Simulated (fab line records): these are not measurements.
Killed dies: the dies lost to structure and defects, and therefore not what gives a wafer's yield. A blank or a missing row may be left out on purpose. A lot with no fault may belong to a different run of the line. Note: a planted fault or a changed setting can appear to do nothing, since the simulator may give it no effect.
A single fault, viewed from 2 desks -- flow n5Finfet -- numbers are kept per desk, each desk with only its own; the story behind them comes last

== THE TOOL OWNER'S DESK: pecvd-02 ==
The tool's own readings at N5_BEOL_M14_ILD_DEP_00 (deposits SiO2 from TEOS/O2, target thk 1119.3 nm, time 237.4 s): means of the sampled wafers that have a number, for each lot that ran on this tool. Marked OUT: a lot whose mean sits more than 4 standard deviations from the usual mean, which makes it out of limits; the brackets give that distance.
Columns: A = heaterPowerW at N5_BEOL_M14_ILD_DEP_00, usual 583 W; B = runLengthS at N5_BEOL_M14_ILD_DEP_00, usual 280.3 s; C = showerheadPlenumPTorr at N5_BEOL_M14_ILD_DEP_00, usual 8.32 Torr; D = throttleValvePct at N5_BEOL_M14_ILD_DEP_00, usual 18.5 %
lot,first seen here,A,B,C,D
L338,day 11 19:34,607,280.4,8.33,18.4
L339,day 12 17:23,665,280.2,8.33,18.7
L343,day 14 15:52,646,255.7 (-37) OUT,8.38,18.9
L342,day 14 23:07,630,255.5 (-38) OUT,8.36,18.4
L357,day 17 22:55,607,280.1,8.34,19.1
Finding of this desk: L342, L343 out of limits; the first was L343 at day 14 15:52, on runLengthS at N5_BEOL_M14_ILD_DEP_00. Within limits: L338, L339, L357.

== AT THE METROLOGY DESK ==
What the gauges read for every lot (on any tool): the sampled wafers with a number, averaged. Marked OUT: a lot whose mean sits more than 4 standard deviations from the usual mean, which makes it out of limits; the brackets give that distance.
Columns: A = M13_RS at N5_BEOL_M13_RS_MEAS_54, usual 0.0451 ohm/sq; B = M14_ILD_THK at N5_BEOL_M14_THK_MEAS_01, usual 1117 nm
lot,first seen here,A,B
L335,day 11 08:48,0.0457,1126
L336,day 11 13:54,0.0456,1118
L338,day 11 19:31,0.0448,1121
L339,day 12 17:19,0.0450,1119
L343,day 14 15:47,0.0442,1004 (-8.7) OUT
L342,day 14 23:03,0.0452,994 (-9.5) OUT
L349,day 15 19:14,0.0458,1133
L350,day 16 10:38,0.0452,1113
L352,day 16 11:38,0.0446,1132
L355,day 16 17:11,0.0449,1127
L357,day 17 22:52,0.0454,1099
This desk finds L342, L343 out of limits, with the earliest case on L343 at day 14 16:03 (M14_ILD_THK at N5_BEOL_M14_THK_MEAS_01). Within limits: L335, L336, L338, L339, L349, L350, L352, L355, L357.

== ALL TOGETHER ==
At day 14 15:52, on L342, L343, the tool owner's desk was in a position to raise an alarm.
An alarm was possible from the metrology desk at day 14 16:03, on L342, L343.
Every lot named ran N5_BEOL_M14_ILD_DEP_00 on pecvd-02.

== WHAT WAS PUT IN BY THE SIMULATOR ==
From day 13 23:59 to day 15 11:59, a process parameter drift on pecvd-02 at N5_BEOL_M14_ILD_DEP_00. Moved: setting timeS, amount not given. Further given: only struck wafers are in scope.
Struck lots among those shown: L342, L343.
Hours from the fault's start to each desk's first reading out of limits: the tool owner's desk, 16; the metrology desk, 16.
